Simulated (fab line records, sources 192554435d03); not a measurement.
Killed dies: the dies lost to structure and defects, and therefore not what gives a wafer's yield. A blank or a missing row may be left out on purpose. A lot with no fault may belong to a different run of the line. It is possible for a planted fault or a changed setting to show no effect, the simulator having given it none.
Commonality check across tools    flow n5 finfet    Lots sampled 9, wafers sampled 27

== THE REASON FOR OPENING IT ==
Flagged at N5_BEOL_M2_CD_MEAS_28: reading cd nm, on 2 of 9 lots. No-fault wafers: 26.30 nm, standard deviation 0.24.
Rule: a lot is flagged in two cases, either no wafer of it has a number, or all its wafers with numbers fall more than 4 standard deviations from that mean. The other lots count as sound.

lot   measured      on         cd nm (nm), wafer by wafer  flag
L518  day 7 16:40   cd sem-03  25.86 26.61 26.51           
L523  day 8 09:38   cd sem-01  26.83 26.10 26.07           
L520  day 8 09:41   cd sem-03  26.33 25.75 26.45           
L524  day 8 14:04   cd sem-01  26.28 26.20 26.15           
L529  day 9 11:53   cd sem-01  26.00 26.74 26.44           
L534  day 10 18:08  cd sem-02  26.57 26.46 25.65           
L535  day 11 05:08  cd sem-02  27.88 27.29 28.17           FLAGGED
L540  day 11 23:11  cd sem-03  27.33 27.41 27.42           FLAGGED
L539  day 12 01:25  cd sem-01  26.25 26.26 26.29           
The mean of the flagged lots' numbers is 27.58 nm, +1.28 nm from the usual (+5 standard deviations).

== WHICH TOOL RAN EACH LOT ==
The record holds 2 process steps before the reading, out of a route of 1938 steps. Each cell gives the tool, then ch followed by the chambers the sampled wafers passed through, then the start.
lot   flag     N5_BEOL_M2_ETCH_63                  N5_BEOL_M2_EXPOSE_25
L518           rie diel-04 ch 1,2, day 7 15:50     euv scanner-01 ch 0, day 7 16:31
L523           rie diel-02 ch 0,2,3, day 8 07:48   euv scanner-01 ch 0, day 8 09:29
L520           rie diel-05 ch 0,1,3, day 8 08:48   euv scanner-01 ch 0, day 8 09:33
L524           rie diel-05 ch 0,1,2, day 8 13:22   euv scanner-01 ch 0, day 8 13:56
L529           rie diel-05 ch 0,1,2, day 9 11:11   euv scanner-02 ch 0, day 9 11:46
L534           rie diel-02 ch 1,2,3, day 10 17:19  euv scanner-02 ch 0, day 10 18:01
L535  FLAGGED  rie diel-02 ch 0,1,3, day 11 03:19  euv scanner-01 ch 0, day 11 04:59
L540  FLAGGED  rie diel-02 ch 0,2, day 11 22:20    euv scanner-01 ch 0, day 11 23:03
L539           rie diel-05 ch 0,1,3, day 12 00:30  euv scanner-02 ch 0, day 12 01:16
What the steps here do:
- N5_BEOL_M2_ETCH_63: etches SiARC in CF4, target depth 15.6 nm, time 26 s.
- N5_BEOL_M2_EXPOSE_25: exposes mask V1, defocus 5 nm.
- N5_BEOL_M2_CD_MEAS_28: target cd 26.2 nm, target cd y 24.1 nm.

== FLAGGED OVER TOTAL, TOOL BY TOOL (the gauges that took the reading come last) ==
step                   tool            lots run  flagged  share of the flagged lots  sound lots run after its first flagged lot
N5_BEOL_M2_ETCH_63     rie diel-02     4         2        all                        0
N5_BEOL_M2_ETCH_63     rie diel-04     1         0        none                       -
N5_BEOL_M2_ETCH_63     rie diel-05     4         0        none                       -
N5_BEOL_M2_EXPOSE_25   euv scanner-01  6         2        all                        0
N5_BEOL_M2_EXPOSE_25   euv scanner-02  3         0        none                       -
N5_BEOL_M2_CD_MEAS_28  cd sem-01       4         0        none                       -
N5_BEOL_M2_CD_MEAS_28  cd sem-02       2         1        some                       0
N5_BEOL_M2_CD_MEAS_28  cd sem-03       3         1        some                       0

== WHAT IS ALLOWED BY THE TABLE ==
rie diel-02 at N5_BEOL_M2_ETCH_63 and euv scanner-01 at N5_BEOL_M2_EXPOSE_25 are the 2 rows of the table that ran each flagged lot.
- rie diel-02 at N5_BEOL_M2_ETCH_63 ran 4 lots, 2 of them flagged. It ran its last sound lot, L534, at day 10 17:19 and its first flagged lot, L535, at day 11 03:19: a fault with its onset between the two fits.
- euv scanner-01 at N5_BEOL_M2_EXPOSE_25 ran 6 lots, 2 of them flagged. It ran its last sound lot, L524, at day 8 13:56 and its first flagged lot, L535, at day 11 04:59: a fault with its onset between the two fits. Its own readings lie more than 4 standard deviations out on every wafer of the flagged lots: exposure dose mJ cm2.
Counting lots can't tell these 2 tools apart, because each fits a fault that began at some hour. More lots, or a look at what each step does to the wafer, might.

== WHAT THE SIMULATOR HAD PUT IN ==
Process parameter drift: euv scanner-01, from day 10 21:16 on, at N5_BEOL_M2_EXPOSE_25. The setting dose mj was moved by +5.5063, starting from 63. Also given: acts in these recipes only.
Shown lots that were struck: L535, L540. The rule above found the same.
